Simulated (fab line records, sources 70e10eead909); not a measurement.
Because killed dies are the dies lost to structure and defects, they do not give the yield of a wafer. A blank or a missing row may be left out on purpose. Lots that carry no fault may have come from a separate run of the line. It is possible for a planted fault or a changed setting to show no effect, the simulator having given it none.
Which tool was responsible? ; flow nand harc ; 12 lots with 36 wafers sampled at 5 steps, on a route of 1302 steps

== WHAT THE GAUGES SHOWED, per wafer ==
NHARC_P_START_INSPECT_01. Usual: raw defect count at 3.6, with a standard deviation of 1.9.
lot;measured;on;raw defect count;flag
L735;day 1 20:02;defect inspect-01;6 3 4;
L736;day 2 06:02;defect inspect-01;3 0 1;
L737;day 2 16:02;defect inspect-01;2 3 3;
L738;day 3 02:02;defect inspect-02;2 3 6;
L739;day 3 12:03;defect inspect-01;2 8 7;
L740;day 3 22:02;defect inspect-01;7 4 3;
L741;day 4 08:02;defect inspect-01;5 2 5;
L742;day 4 18:02;defect inspect-01;4 3 2;
L755;day 10 04:02;defect inspect-02;4 1 4;
L756;day 10 14:02;defect inspect-01;3 1 2;
L757;day 11 00:02;defect inspect-02;4 5 4;
L758;day 11 10:02;defect inspect-01;1 2 5;

NHARC_P_ZERO_WELL_CD_MEAS_24 targets a cd of 720 nm. Usual: cd nm at 719.9 nm, with a standard deviation of 2.
lot;measured;on;cd nm (nm);flag
L735;day 1 22:38;cd sem-01;718.4 721.0 715.4;
L736;day 2 08:35;cd sem-03;718.7 717.6 718.3;
L737;day 2 18:35;cd sem-01;721.1 722.5 723.8;
L738;day 3 04:27;cd sem-01;718.7 718.9 718.3;
L739;day 3 14:36;cd sem-02;720.7 720.9 718.6;
L740;day 4 00:37;cd sem-01;720.6 719.4 720.1;
L741;day 4 10:36;cd sem-02;721.3 719.5 718.4;
L742;day 4 20:42;cd sem-03;718.3 717.9 717.4;
L755;day 10 06:36;cd sem-01;712.8 710.0 711.9;OFF
L756;day 10 16:31;cd sem-01;710.3 711.1 709.8;OFF
L757;day 11 02:35;cd sem-01;722.3 718.6 718.7;
L758;day 11 12:27;cd sem-03;720.5 721.5 721.1;

NHARC_P_STI_OCD_MEAS_17. Usual: trench depth nm 299 nm, standard deviation 5.1; trench foot cd nm 157.2 nm, standard deviation 2.7.
lot;measured;on;trench depth nm (nm);trench foot cd nm (nm);flag
L735;day 2 20:22;ocd-02;306 296 302;157.2 159.3 158.2;
L736;day 3 07:19;ocd-01;297 293 291;158.4 153.3 158.6;
L737;day 3 15:23;ocd-01;303 290 304;158.7 159.8 159.4;
L738;day 4 03:54;ocd-02;301 296 297;160.4 158.0 158.1;
L739;day 4 13:04;ocd-01;301 291 304;158.1 158.5 153.5;
L740;day 4 23:13;ocd-02;298 301 303;158.0 153.9 153.1;
L741;day 5 09:19;ocd-01;293 302 306;159.6 160.3 156.5;
L742;day 5 21:07;ocd-01;302 302 300;160.1 160.4 159.9;
L755;day 11 03:15;ocd-02;298 301 301;161.5 161.7 158.1;
L756;day 11 15:16;ocd-01;298 304 301;150.8 153.8 151.3;
L757;day 11 23:31;ocd-02;308 303 300;155.3 159.0 154.7;
L758;day 12 09:49;ocd-02;307 298 305;155.8 159.4 157.1;

== EACH LOT AND THE TOOL THAT RAN IT (in order: tool; ch and the chambers of the sampled wafers; start) ==
lot;NHARC_P_ZERO_WELL_PEB_22;NHARC_P_STI_ETCH_31
L735;litho track-02 ch 0, day 1 22:32;rie diel-08 ch 0,2,3, day 2 20:22 or earlier
L736;litho track-07 ch 0, day 2 08:29;rie diel-08 ch 0,2, day 3 07:19 or earlier
L737;litho track-05 ch 0, day 2 18:29;rie diel-03 ch 0,1,2, day 3 15:23 or earlier
L738;litho track-07 ch 0, day 3 04:22;rie diel-12 ch 0,2, day 4 03:54 or earlier
L739;litho track-05 ch 0, day 3 14:30;rie diel-03 ch 0,2,3, day 4 13:04 or earlier
L740;litho track-05 ch 0, day 4 00:31;rie diel-03 ch 0,1,2, day 4 23:13 or earlier
L741;litho track-02 ch 0, day 4 10:31;rie diel-08 ch 0,2,3, day 5 09:19 or earlier
L742;litho track-07 ch 0, day 4 20:37;rie diel-03 ch 0,1,3, day 5 21:07 or earlier
L755;litho track-07 ch 0, day 10 06:31;rie diel-12 ch 0,1,2, day 11 03:15 or earlier
L756;litho track-07 ch 0, day 10 16:25;rie diel-08 ch 0,1, day 11 15:16 or earlier
L757;litho track-02 ch 0, day 11 02:29;rie diel-12 ch 0,2, day 11 23:31 or earlier
L758;litho track-05 ch 0, day 11 12:22;rie diel-03 ch 0,1,2, day 12 09:49 or earlier
- NHARC_P_ZERO_WELL_PEB_22: peb time 85 s.
- NHARC_P_STI_ETCH_31: etches the open film in CF4/CHF3, target depth 108.9 nm, time 54.5 s.

== WHAT THE TOOLS THEMSELVES READ (means of the sampled wafers that have a number; where no wafer has one, the mark that the record gives instead) ==
NHARC_P_ZERO_WELL_PEB_22. Usual: heater power total W 163.98 W, standard deviation 0.28; plate temp C 117.98 C, standard deviation 0.13.
lot;tool;heater power total W (W);plate temp C (C);flag
L735;litho track-02;164.05;118.17;
L736;litho track-07;164.02;117.87;
L737;litho track-05;164.02;117.92;
L738;litho track-07;164.03;117.88;
L739;litho track-05;163.70;118.11;
L740;litho track-05;164.07;118.02;
L741;litho track-02;164.18;117.97;
L742;litho track-07;163.81;118.06;
L755;litho track-07;155.93;113.79;OFF
L756;litho track-07;156.20;113.72;OFF
L757;litho track-02;163.92;118.08;
L758;litho track-05;163.73;117.93;

NHARC_P_STI_ETCH_31. Usual: for cf4 flow sccm, 99.98 sccm with a standard deviation of 0.27; for drypump motor current A, 5.9 A with a standard deviation of 0.49; for mfc ar sccm, 0.013 sccm with a standard deviation of 0.012; for oes product au, 0.960 a.u. with a standard deviation of 0.017; for rf vpp V, 370.7 V with a standard deviation of 2.4; for showerhead plenum p Torr, 1.58 Torr with a standard deviation of 0.069; for throttle valve pct, 16.802 % with a standard deviation of 0.0093.
lot;tool;cf4 flow sccm (sccm);drypump motor current A (A);mfc ar sccm (sccm);oes product au (a.u.);rf vpp V (V);showerhead plenum p Torr (Torr);throttle valve pct (%);flag
L735;rie diel-08;100.14;5.9;0.012;0.969;372.5;1.63;16.813;
L736;rie diel-08;100.11;6.3;0.021;0.974;372.7;1.63;16.794;
L737;rie diel-03;99.98;5.4;0.024;0.958;370.2;1.56;16.805;
L738;rie diel-12;99.76;5.8;0.010;0.954;368.0;1.51;16.799;
L739;rie diel-03;99.96;5.8;0.016;0.952;369.0;1.54;16.790;
L740;rie diel-03;99.97;5.5;0.024;0.962;370.4;1.56;16.809;
L741;rie diel-08;100.20;5.9;0.012;0.976;371.7;1.62;16.799;
L742;rie diel-03;99.84;5.7;0.015;0.962;370.6;1.58;16.800;
L755;rie diel-12;99.92;5.7;0.010;0.972;368.7;1.50;16.805;
L756;rie diel-08;99.95;6.6;0.018;0.971;371.9;1.61;16.803;
L757;rie diel-12;99.83;5.7;0.010;0.965;367.7;1.51;16.799;
L758;rie diel-03;99.88;5.4;0.024;0.938;370.4;1.56;16.800;

== THE ANSWER, worked out from the rows above alone ==
Rule: a lot counts as off when the mean over its wafers that have a number is more than 3 standard deviations away from the usual mean. A lot without any number at a reading at which 4 lots or more have one is off too. Any other lot the step has rows for is counted as sound. First the gauges in route order, then the tools' own readings, where a lot's mean is used as printed above. The first step at which some lot is off is used, and at that step the reading that is off furthest; a lot without a number counts as furthest.
Off: L755, L756, at NHARC_P_ZERO_WELL_CD_MEAS_24 (cd nm).
A tool fits if, at a process step before that reading, it ran every lot that is off, and no sound lot after the first of them. The gauges at NHARC_P_ZERO_WELL_CD_MEAS_24 aren't tried: what is off there is off at NHARC_P_ZERO_WELL_PEB_22 too, on other tools, and a gauge's error can't cause that. One fits: litho track-07 at NHARC_P_ZERO_WELL_PEB_22. Its last sound lot is L742 (day 4 20:37), its first lot that is off L755 (day 10 06:31): a fault that began between those two fits.
The tool's own readings at NHARC_P_ZERO_WELL_PEB_22 bear it out: on the lots that are off they differ by more than 5 times the standard deviation of the sound lots' means. heater power total W reads 156.06 W there against 163.95 W on the sound lots; plate temp C reads 113.75 C there against 118.00 C on the sound lots.

== WHAT WAS PUT IN BY THE SIMULATOR ==
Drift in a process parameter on litho track-07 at NHARC_P_ZERO_WELL_PEB_22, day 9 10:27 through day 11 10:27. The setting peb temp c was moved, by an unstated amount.
Struck lots among those shown: L755, L756. The same result came from the rule above.
